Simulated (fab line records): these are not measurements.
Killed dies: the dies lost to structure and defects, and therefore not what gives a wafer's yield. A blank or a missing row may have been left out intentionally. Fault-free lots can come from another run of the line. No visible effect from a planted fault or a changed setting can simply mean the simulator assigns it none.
Chamber matching	flow nandHarc	NHARC_A_STAIRCASE_ETCH_253 on rieDiel-10 has 4 sister chambers
The step etches the open film in C4F8/O2, target depth 50 nm, time 20.2 s. 8 wafers are shown with their chamber, then 7 later ones without.

## WAFERS PAIRED WITH THEIR CHAMBERS
wafer	chamber	rfVppV (V)	rfFwdPowerW (W)
L082.1	1	902	584.9
L089.5	0	892	588.1
L088.1	2	891	583.1
L088.4	0	892	591.5
L090.1	2	890	585.7
L090.6	3	894	590.8
L091.1	3	893	589.6
L091.5	1	901	588.4

## WAFERS WHOSE CHAMBER IS MISSING
wafer	rfVppV (V)	rfFwdPowerW (W)
L091.6	891	586.5
L096.2	902	589.4
L096.4	894	590.9
L096.6	891	591.1
L097.1	891	588.0
L097.3	894	593.2
L097.5	890	591.0

## THE CHAMBER EACH PASSED THROUGH
wafer	from the rows above	in truth
L091.6	can't be placed: 2 or 0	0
L096.2	1	1
L096.4	3	3
L096.6	can't be placed: 0 or 2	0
L097.1	can't be placed: 0 or 2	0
L097.3	can't be placed: 3 or 0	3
L097.5	can't be placed: 0 or 2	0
Placed correctly: 2 of 7. Can't be placed from these rows: 5 (the true chamber is among the candidates in 5). Placed wrongly: 0.
How it was worked out, from the rows above alone: a wafer's distance from a chamber is the root of the sum, over the readings, of the square of ((its reading less the chamber's mean) divided by the reading's scatter). The wafer belongs to the nearest chamber; if the next one is less than 2 further off, it can't be placed. Each chamber's mean is taken over the wafers shown for it. The scatter: the root of (the sum of the squares of (reading less its chamber's mean) over the shown wafers, divided by (wafers less chambers)).
